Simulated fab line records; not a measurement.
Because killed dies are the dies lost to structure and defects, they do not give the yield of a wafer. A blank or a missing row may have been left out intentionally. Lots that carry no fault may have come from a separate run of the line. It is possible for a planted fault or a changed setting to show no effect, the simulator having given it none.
fab line records + flow n5-finfet
record
- lots=7
- wafers=19
- last-day=18
route steps=1938 shown MOL_CONTACT_COAG@547 PASSIVATION@1936
lots that met no fault: taken from a fault-free run of the same line
start-h: the number of hours between the record's first day and the start of the first shown wafer of the lot + wait-h: how many hours have passed since the lot's step before this one + " repeats the value in the row above + L1.1+2: a row that stands for several wafers + - no value, or no start given + * or withheld: withheld + < > ~ a bound
route shown NAME@n: NAME is a module with steps in the file, n the number in the route of the first one + usual: the fault-free wafers' mean and standard deviation + same: alike in all rows + chamber/n: place in a boat + sites: the reading at each site + _std_site: standard deviation across them + _edge_site: mean of outer sites minus mean of inner sites + radius-mm: how far each site lies from the wafer's centre + mask NAME#n: copy n + behind: tool/chamber where the wafer was last shaped + hold: cause of the lot's hold/its duration in hours/its outcome + device: the transistor (n, p or np) that didn't switch + end of line: the route-end tests of the same wafers + a step without rows: its recipe alone + killed: at the first sort, the dies lost to defects and structure; wafer yield is something else + map: shows each die of a wafer: x if killed, . if not, _ if none is there
set.NAME: the setting as run; set.NAME@STEP: as run at that earlier step + model.NAME: the simulator's own value behind a step, which no gauge read
lots at some steps of the route; a table a step, a row a wafer
services: the hour from which a tool's chamber was out of use, counted from the record's first day as start-h (under 0 if before that day), plus the number of hours and why
## steps
# step N5_MOL_CONTACT_COAG_SPUTTER_143
# recipe
- material=Co
- target-thk-a=25
- temp-c=25
- chamber-pressure-pa=0.2
# usual
- chamber-pressure-pa=0.2000/0.00039
- throttle-valve-pct=29.9/1
| lot.wafer | tool           | chamber | start-h | wait-h | chamber-pressure-pa | throttle-valve-pct |
|-----------|----------------|---------|---------|--------|---------------------|--------------------|
| L279.1    | pvd-sputter-02 | -       | 116.81  | 0.0    | 0.2004              | 30.0               |
| L279.4    | "              | -       | "       | "      | 0.2001              | 30.5               |
| L279.6    | "              | -       | "       | "      | 0.1993              | 28.7               |
| L278.3    | pvd-sputter-02 | -       | 117.14  | 0.0    | 0.2001              | 30.6               |
| L278.4    | "              | -       | "       | "      | 0.1998              | 27.6               |
| L278.5    | "              | -       | "       | "      | 0.1995              | 27.5               |
| L283.1    | pvd-sputter-03 | -       | 137.53  | 0.0    | 0.2004              | 30.6               |
| L283.3    | "              | -       | "       | "      | 0.2000              | 31.1               |
| L289.2    | pvd-sputter-03 | -       | 177.55  | 0.0    | 0.2000              | 31.2               |
| L289.3    | "              | -       | "       | "      | 0.2005              | 29.9               |
| L290.2    | pvd-sputter-02 | -       | 178.95  | 0.0    | 0.1998              | 28.8               |
| L290.3    | "              | -       | "       | "      | 0.2006              | 30.0               |
| L290.5    | "              | -       | "       | "      | 0.1996              | 30.3               |
| L294.1    | pvd-sputter-02 | -       | 204.19  | 0.0    | 0.2004              | 28.5               |
| L294.2    | "              | -       | "       | "      | 0.2005              | 30.0               |
| L294.4    | "              | -       | "       | "      | 0.1994              | 27.3               |
| L298.1    | pvd-sputter-02 | -       | 232.73  | 0.0    | 0.2005              | 28.7               |
| L298.4    | "              | -       | "       | "      | 0.2003              | 29.9               |
| L298.5    | "              | -       | "       | "      | 0.2003              | 30.6               |
# step N5_MOL_CONTACT_COAG_CO_FILL_22
# recipe
- material=Co
- target-thk-a=200
- temp-c=200
- precursor=CCTBA/H2
- pressure-torr=30
# usual
- chamber-pressure-Torr=29.99/0.062
- heater-power-outer-w=122/12
- heater-power-w=228/25
| lot.wafer | tool      | chamber | start-h | wait-h | chamber-pressure-Torr | heater-power-outer-w | heater-power-w |
|-----------|-----------|---------|---------|--------|-----------------------|----------------------|----------------|
| L279.1    | cvd-co-02 | 1       | 116.93  | 0.1    | 30.03                 | 153                  | 290            |
| L279.4    | "         | 0       | "       | "      | 30.03                 | 130                  | 235            |
| L279.6    | "         | 1       | "       | "      | 30.08                 | 153                  | 285            |
| L278.3    | cvd-co-01 | 0       | 117.70  | 0.5    | 29.96                 | 114                  | 218            |
| L278.4    | "         | 2       | "       | "      | 29.98                 | 118                  | 214            |
| L278.5    | "         | 2       | "       | "      | 29.90                 | 114                  | 207            |
| L283.1    | cvd-co-01 | 2       | 137.65  | 0.1    | 30.01                 | 117                  | 206            |
| L283.3    | "         | 0       | "       | "      | 30.03                 | 110                  | 209            |
| L289.2    | cvd-co-01 | 1       | 177.67  | 0.1    | 29.88                 | 115                  | 221            |
| L289.3    | "         | 2       | "       | "      | 30.03                 | 119                  | 211            |
| L290.2    | cvd-co-01 | 2       | 179.07  | 0.1    | 29.98                 | 119                  | 209            |
| L290.3    | "         | 0       | "       | "      | 30.01                 | 113                  | 210            |
| L290.5    | "         | 1       | "       | "      | 30.05                 | 114                  | 227            |
| L294.1    | cvd-co-01 | 1       | 204.31  | 0.1    | 30.02                 | 113                  | 220            |
| L294.2    | "         | 0       | "       | "      | 30.02                 | 112                  | 211            |
| L294.4    | "         | 0       | "       | "      | 30.06                 | 115                  | 215            |
| L298.1    | cvd-co-01 | 2       | 232.85  | 0.1    | 29.96                 | 115                  | 215            |
| L298.4    | "         | 2       | "       | "      | 29.96                 | 114                  | 211            |
| L298.5    | "         | 1       | "       | "      | 30.00                 | 116                  | 222            |
# step N5_MOL_CONTACT_COAG_ANNEAL_113
# recipe
- temp-c=400
- time-s=300
- ambient=H2/N2
# usual
- lamp-power-pct=2.94/0.14
- lamp_zone_4_pct=2.94/0.14
- lamp_zone_7_pct=3.09/0.15
- wafer_temp_C_max=401.8/0.73
| lot.wafer | tool          | chamber | start-h | wait-h | lamp-power-pct | lamp_zone_4_pct | lamp_zone_7_pct | wafer_temp_C_max |
|-----------|---------------|---------|---------|--------|----------------|-----------------|-----------------|------------------|
| L279.1    | rtp-anneal-02 | 0       | 117.55  | 0.3    | 2.77           | 2.77            | 2.91            | 402.1            |
| L279.4    | "             | 0       | "       | "      | 2.77           | 2.77            | 2.91            | 402.0            |
| L279.6    | "             | 0       | "       | "      | 2.78           | 2.78            | 2.91            | 402.3            |
| L278.3    | rtp-anneal-01 | 0       | 118.62  | 0.6    | 3.06           | 3.06            | 3.21            | 401.7            |
| L278.4    | "             | 0       | "       | "      | 3.06           | 3.06            | 3.21            | 401.1            |
| L278.5    | "             | 0       | "       | "      | 3.05           | 3.05            | 3.20            | 401.1            |
| L283.1    | rtp-anneal-02 | 0       | 138.35  | 0.4    | 2.78           | 2.77            | 2.91            | 403.3            |
| L283.3    | "             | 0       | "       | "      | 2.77           | 2.77            | 2.91            | 402.3            |
| L289.2    | rtp-anneal-01 | 0       | 178.43  | 0.5    | 3.06           | 3.06            | 3.21            | 401.1            |
| L289.3    | "             | 0       | "       | "      | 3.06           | 3.05            | 3.21            | 401.3            |
| L290.2    | rtp-anneal-02 | 0       | 179.98  | 0.6    | 2.77           | 2.77            | 2.91            | 402.1            |
| L290.3    | "             | 0       | "       | "      | 2.77           | 2.77            | 2.91            | 402.6            |
| L290.5    | "             | 0       | "       | "      | 2.77           | 2.77            | 2.92            | 402.8            |
| L294.1    | rtp-anneal-02 | 0       | 204.95  | 0.3    | 2.77           | 2.77            | 2.91            | 403.2            |
| L294.2    | "             | 0       | "       | "      | 2.77           | 2.77            | 2.91            | 401.5            |
| L294.4    | "             | 0       | "       | "      | 2.78           | 2.77            | 2.91            | 402.4            |
| L298.1    | rtp-anneal-02 | 0       | 233.46  | 0.3    | 2.77           | 2.77            | 2.92            | 402.5            |
| L298.4    | "             | 0       | "       | "      | 2.78           | 2.77            | 2.91            | 402.2            |
| L298.5    | "             | 0       | "       | "      | 2.77           | 2.77            | 2.91            | 402.4            |
# step N5_MOL_CONTACT_COAG_PRE_CLEAN_142
# recipe
- gas=H2/He
- time-s=60
- temp-c=300
# step N5_MOL_CONTACT_COAG_SPUTTER_130
# recipe
- material=Co
- target-thk-a=475
- temp-c=25
- chamber-pressure-pa=0.5
- power-w=3000
# step N5_MOL_CONTACT_COAG_PRECLEAN_125
# recipe
- chemistry=DIW
- time-s=57.5
- temp-c=23
# step N5_MOL_CONTACT_COAG_SRD_126
# recipe
- dry-time-s=32
- dry=n2-spin
- spin-rpm=1500
# step N5_MOL_CONTACT_COAG_CMP_23
# recipe
- stop-on=SiO2
- t-overpolish-s=1.5
- post-cmp-clean=cu-alkaline
- down-force-psi=2
- platen-rpm=50.289
- pad-velocity-m-s=1.0006
- target-thk-nm=0
# usual
- head-pressure-psi=2.000/0.0043
- motor-current-A=8.0/0.92
- overpolish-run-s=1.500/0.0087
- platen-rpm=50.29/0.032
- time-to-endpoint-s=8.2/2.8
| lot.wafer | tool   | chamber | start-h | wait-h | head-pressure-psi | motor-current-A | overpolish-run-s | platen-rpm | time-to-endpoint-s |
|-----------|--------|---------|---------|--------|-------------------|-----------------|------------------|------------|--------------------|
| L279.1    | cmp-01 | 3       | 119.69  | 0.0    | 1.998             | 7.8             | 1.508            | 50.30      | 11.0               |
| L279.4    | "      | 2       | "       | "      | 2.001             | 6.2             | 1.500            | 50.29      | 14.3               |
| L279.6    | "      | 0       | "       | "      | 2.003             | 8.0             | 1.502            | 50.35      | 7.8                |
| L278.4    | cmp-03 | 1       | 120.10  | 0.1    | 1.997             | 6.8             | 1.496            | 50.23      | 7.2                |
| L278.3    | "      | 3       | "       | "      | 2.007             | 8.4             | 1.492            | 50.31      | 8.5                |
| L278.5    | "      | 1       | "       | "      | 1.999             | 6.7             | 1.492            | 50.30      | 6.4                |
| L283.1    | cmp-04 | 0       | 140.54  | 0.1    | 2.003             | 6.6             | 1.486            | 50.26      | 10.9               |
| L283.3    | "      | 1       | "       | "      | 1.998             | 8.6             | 1.503            | 50.30      | 7.7                |
| L289.2    | cmp-04 | 3       | 179.64  | 0.1    | 1.997             | 8.5             | 1.492            | 50.26      | 4.7                |
| L289.3    | "      | 0       | "       | "      | 1.998             | 6.4             | 1.507            | 50.29      | 8.7                |
| L290.2    | cmp-04 | 0       | 181.96  | 0.1    | 2.001             | 6.1             | 1.492            | 50.28      | 8.0                |
| L290.3    | "      | 2       | "       | "      | 2.001             | 8.6             | 1.499            | 50.27      | 8.7                |
| L290.5    | "      | 0       | "       | "      | 2.002             | 6.7             | 1.513            | 50.30      | 7.5                |
| L294.1    | cmp-03 | 3       | 207.06  | 0.0    | 2.009             | 8.0             | 1.506            | 50.26      | 12.1               |
| L294.4    | "      | 0       | "       | "      | 2.004             | 9.0             | 1.505            | 50.26      | 9.0                |
| L294.2    | "      | 1       | "       | "      | 2.003             | 6.5             | 1.500            | 50.34      | 11.5               |
| L298.4    | cmp-03 | 3       | 235.21  | 0.0    | 2.006             | 8.2             | 1.502            | 50.35      | 12.3               |
| L298.1    | "      | 1       | "       | "      | 1.998             | 7.0             | 1.483            | 50.35      | 7.9                |
| L298.5    | "      | 3       | "       | "      | 2.008             | 8.5             | 1.506            | 50.32      | 11.7               |
# step N5_MOL_CONTACT_COAG_WET_ETCH_26
# recipe
- target=Co
- target-depth-nm=13
# step N5_MOL_CONTACT_COAG_WET_ETCH_116
# recipe
- chemistry=SC1-inhibited
- target-depth-nm=4.6
- dry=ipa-marangoni
- rinse-time-s=30
- rinse-temp-c=23
# step N5_MOL_CONTACT_COAG_ALD_27
# recipe
- material=SiOC
- target-thk-a=170
- temp-c=400
- ald-precursor-family=carbosiloxane
- ald-co-reactant=H2-plasma
- pulse-time-s=1.5
- time-s=2720
- purge-time-s=2
- co-reactant-purge-time-s=2
- ald-cycles=340
- pressure-torr=2
# usual
- ald-cycles=340/0
- chamber-pressure-Torr=2.000/0.0045
- heater-power-outer-w=518/65
- heater-power-w=854/90
- precursor-pulse-height-rel=1.002/0.021
- run-length-s=2769.9/0.76
- time-s=2720/0
| lot.wafer | tool       | chamber | start-h | wait-h | ald-cycles | chamber-pressure-Torr | heater-power-outer-w | heater-power-w | precursor-pulse-height-rel | run-length-s | time-s | model.SiOC_of_MOL_CONTACT_COAG_ALD_27.thk-nm |
|-----------|------------|---------|---------|--------|------------|-----------------------|----------------------|----------------|----------------------------|--------------|--------|----------------------------------------------|
| L279.1    | ald-sin-04 | 2       | 120.60  | 0.1    | 340        | 2.004                 | 513                  | 843            | 0.985                      | 2769.0       | 2720   | 17.2                                         |
| L279.4    | "          | 0       | "       | "      | 340        | 1.999                 | 456                  | 769            | 1.027                      | 2769.5       | 2720   | 17                                           |
| L279.6    | "          | 3       | "       | "      | 340        | 2.003                 | 642                  | 1011           | 1.007                      | 2769.1       | 2720   | 16.8                                         |
| L278.3    | ald-sin-02 | 1       | 121.14  | 0.3    | 340        | 1.997                 | 470                  | 815            | 1.016                      | 2770.4       | 2720   | 17                                           |
| L278.4    | "          | 3       | "       | "      | 340        | 2.005                 | 474                  | 778            | 1.010                      | 2770.5       | 2720   | 17                                           |
| L278.5    | "          | 2       | "       | "      | 340        | 1.996                 | 557                  | 944            | 0.990                      | 2771.0       | 2720   | 17.2                                         |
| L283.1    | ald-sin-04 | 3       | 141.29  | 0.0    | 340        | 2.005                 | 632                  | 994            | 1.016                      | 2768.6       | 2720   | 16.8                                         |
| L283.3    | "          | 2       | "       | "      | 494        | 2.002                 | 510                  | 832            | 1.005                      | 4000.9       | 3952   | 24.8                                         |
| L289.2    | ald-sin-04 | 2       | 180.42  | 0.0    | 494        | 2.000                 | 520                  | 860            | 0.977                      | 4000.8       | 3952   | 24.8                                         |
| L289.3    | "          | 3       | "       | "      | 494        | 2.001                 | 637                  | 1011           | 1.005                      | 4000.7       | 3952   | 24.6                                         |
| L290.2    | ald-sin-04 | 3       | 182.85  | 0.1    | 494        | 2.007                 | 651                  | 991            | 1.060                      | 4001.1       | 3952   | 24.6                                         |
| L290.3    | "          | 0       | "       | "      | 494        | 2.002                 | 460                  | 798            | 0.974                      | 4001.4       | 3952   | 24.6                                         |
| L290.5    | "          | 3       | "       | "      | 340        | 2.002                 | 628                  | 990            | 0.980                      | 2769.1       | 2720   | 17                                           |
| L294.1    | ald-sin-02 | 0       | 207.92  | 0.0    | 340        | 2.004                 | 503                  | 828            | 0.992                      | 2770.3       | 2720   | 17                                           |
| L294.2    | "          | 1       | "       | "      | 340        | 1.994                 | 471                  | 807            | 0.989                      | 2770.4       | 2720   | 17                                           |
| L294.4    | "          | 2       | "       | "      | 340        | 1.997                 | 571                  | 973            | 1.006                      | 2770.5       | 2720   | 17.2                                         |
| L298.1    | ald-sin-02 | 1       | 236.03  | 0.0    | 340        | 1.998                 | 464                  | 834            | 0.998                      | 2770.4       | 2720   | 17                                           |
| L298.4    | "          | 3       | "       | "      | 340        | 2.000                 | 469                  | 766            | 0.985                      | 2770.7       | 2720   | 17                                           |
| L298.5    | "          | 1       | "       | "      | 340        | 1.997                 | 465                  | 834            | 0.996                      | 2770.7       | 2720   | 17                                           |
# step N5_MOL_CONTACT_COAG_CMP_28
# recipe
- stop-on=SiNx
- t-overpolish-s=0.85
- post-cmp-clean=alkaline-brush
- down-force-psi=4.15
- platen-rpm=51.8
- pad-velocity-m-s=1.0307
- target-thk-nm=14.522
# usual
- head-pressure-psi=4.149/0.0093
- motor-current-A=12.3/1.4
- platen-rpm=51.80/0.032
| lot.wafer | tool   | chamber | start-h | wait-h | head-pressure-psi | motor-current-A | platen-rpm |
|-----------|--------|---------|---------|--------|-------------------|-----------------|------------|
| L279.1    | cmp-03 | 2       | 122.17  | 0.8    | 4.146             | 14.5            | 51.78      |
| L279.4    | "      | 3       | "       | "      | 4.140             | 12.4            | 51.82      |
| L279.6    | "      | 3       | "       | "      | 4.133             | 13.2            | 51.82      |
| L278.3    | cmp-04 | 2       | 122.70  | 0.8    | 4.147             | 12.2            | 51.79      |
| L278.4    | "      | 1       | "       | "      | 4.161             | 13.5            | 51.78      |
| L278.5    | "      | 2       | "       | "      | 4.154             | 12.6            | 51.78      |
| L283.1    | cmp-01 | 0       | 142.93  | 0.9    | 4.143             | 12.6            | 51.87      |
| L283.3    | "      | 1       | "       | "      | 4.139             | 12.2            | 51.83      |
| L289.3    | cmp-03 | 3       | 182.03  | 0.8    | 4.148             | 13.1            | 51.75      |
| L289.2    | "      | 1       | "       | "      | 4.140             | 10.6            | 51.84      |
| L290.2    | cmp-03 | 2       | 184.42  | 0.8    | 4.151             | 14.8            | 51.77      |
| L290.3    | "      | 0       | "       | "      | 4.138             | 13.4            | 51.78      |
| L290.5    | "      | 3       | "       | "      | 4.153             | 13.0            | 51.82      |
| L294.4    | cmp-01 | 0       | 209.49  | 0.8    | 4.146             | 12.0            | 51.82      |
| L294.2    | "      | 2       | "       | "      | 4.151             | 9.2             | 51.82      |
| L294.1    | "      | 3       | "       | "      | 4.153             | 12.6            | 51.77      |
| L298.1    | cmp-04 | 3       | 237.65  | 0.8    | 4.153             | 12.8            | 51.76      |
| L298.4    | "      | 0       | "       | "      | 4.139             | 10.0            | 51.79      |
| L298.5    | "      | 2       | "       | "      | 4.139             | 12.9            | 51.76      |
# step N5_PASSIVATION_PROBE_49
# usual
- killed_at_M0_to_M3=32/11
- killed_at_M4_up=12/4.4
- killed-at-contacts=13/6.1
- killed-at-front-end=39/12
- killed-at-other=3.9/3
- killed-dies=100/17
- killed-open=66/12
- killed-short=33/7.4
# same
- gross-dies=1180
- killed-at-back-side=0
| lot.wafer | tool      | chamber | start-h | wait-h | killed_at_M0_to_M3 | killed_at_M4_up | killed-at-contacts | killed-at-front-end | killed-at-other | killed-dies | killed-open | killed-short |
|-----------|-----------|---------|---------|--------|--------------------|-----------------|--------------------|---------------------|-----------------|-------------|-------------|--------------|
| L279.1    | prober-02 | -       | 309.93  | 0.0    | 23                 | 15              | 12                 | 34                  | 4               | 88          | 58          | 29           |
| L279.4    | prober-02 | -       | 310.08  | 0.2    | 24                 | 25              | 9                  | 48                  | 6               | 112         | 76          | 33           |
| L279.6    | prober-02 | -       | 310.18  | 0.3    | 21                 | 18              | 11                 | 50                  | 9               | 109         | 67          | 39           |
# killed by level:class
L279.1 FIN_SAQP:geometric-particle:open=11 MOL_CONTACT_COAG:geometric-particle:open=10 BEOL_M4:geometric-particle:open=7 FIN_SAQP:geometric-particle:short=6 DUMMY_GATE:geometric-particle:open=6 GATE_CUT:geometric-particle:short=5 STI_FIN_REVEAL:geometric-particle:open=5 BEOL_M0_SAQP:geometric-particle:short=5
L279.4 BEOL_M4:geometric-particle:open=15 FIN_SAQP:geometric-particle:open=14 STI_FIN_REVEAL:geometric-particle:open=8 BEOL_M0_SAQP:geometric-particle:open=8 FIN_SAQP:geometric-particle:short=6 BEOL_M0_SAQP:geometric-particle:short=6 MOL_CONTACT_COAG:geometric-particle:open=6 DUMMY_GATE:geometric-particle:open=4
L279.6 BEOL_M4:geometric-particle:open=12 FIN_SAQP:geometric-particle:open=11 MOL_CONTACT_COAG:geometric-particle:open=9 GATE_CUT:geometric-particle:short=7 PASS1_DEP:geometric-particle:short=7 FIN_SAQP:geometric-particle:short=6 STARTING-WAFER:geometric-particle:open=6 DUMMY_GATE:geometric-particle:open=5
## services
| tool           | chamber | start-h | hours | kind                           |
|----------------|---------|---------|-------|--------------------------------|
| pvd-sputter-03 | -       | 114.05  | 5.8   | repair                         |
| cvd-co-01      | 1       | 114.67  | -     | clean                          |
| cvd-co-01      | 1       | 114.67  | 22.0  | scheduled-down                 |
| cvd-co-01      | 1       | 114.67  | 22.0  | vent-cycle                     |
| cmp-04         | -       | 116.20  | 4.0   | pm                             |
| cmp-04         | -       | 120.20  | -     | consumable-replace:conditioner |
| cmp-04         | -       | 120.20  | -     | consumable-replace:pad         |
| pvd-sputter-02 | -       | 138.18  | 3.5   | repair                         |
| cmp-04         | -       | 142.21  | 8.5   | pm                             |
| ald-sin-04     | 3       | 148.02  | 13.1  | repair                         |
| ald-sin-02     | -       | 155.19  | 0.6   | repair                         |
| cmp-04         | -       | 160.03  | 1.2   | repair                         |
| cvd-co-02      | 2       | 163.16  | 7.5   | repair                         |
| cvd-co-01      | 0       | 188.27  | 2.6   | repair                         |
| ald-sin-02     | 1       | 211.53  | 4.4   | repair                         |
| cvd-co-01      | -       | 218.10  | 0.7   | repair                         |
| cmp-03         | -       | 226.70  | 1.3   | repair                         |
| cmp-01         | -       | 228.38  | 0.4   | repair                         |
## key
first-sign
- step=N5_MOL_CONTACT_COAG_ALD_27
- reading=ald-cycles
- direction=up
- sigmas=99+
- usual=*
- struck=*
effect
- step=N5_MOL_CONTACT_COAG_ALD_27
- reading=time-s
- direction=up
- sigmas=99+
- usual=*
- struck=*
model-effect
- step=N5_MOL_CONTACT_COAG_ALD_27
- value=SiOC_of_MOL_CONTACT_COAG_ALD_27.thk-nm
- without=17
- struck=24.68
met-at N5_MOL_CONTACT_COAG_ALD_27
struck-wafers L283.3,L289.2,L289.3,L290.2,L290.3
tester-left-out L283,L289,L290
onset-between 120.60 141.29
fault
- kind=process-parameter-drift
- tool=ald-sin-04
- chamber=-
- onset-h=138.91
- steps=N5_MOL_CONTACT_COAG_ALD_27
- channel=ald-cycles
- offset=*
- shape=step
- end-h=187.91
- scope=struck-wafers-only
- acts-in=*
- stated=*
# tester-left-out: of these lots the tester's yield and bins aren't shown, on N5 and GAA mostly nor the transistor test; their killed dies are dies lost to structure and defects alone, not to doping, threshold or leakage, so they don't give the yield
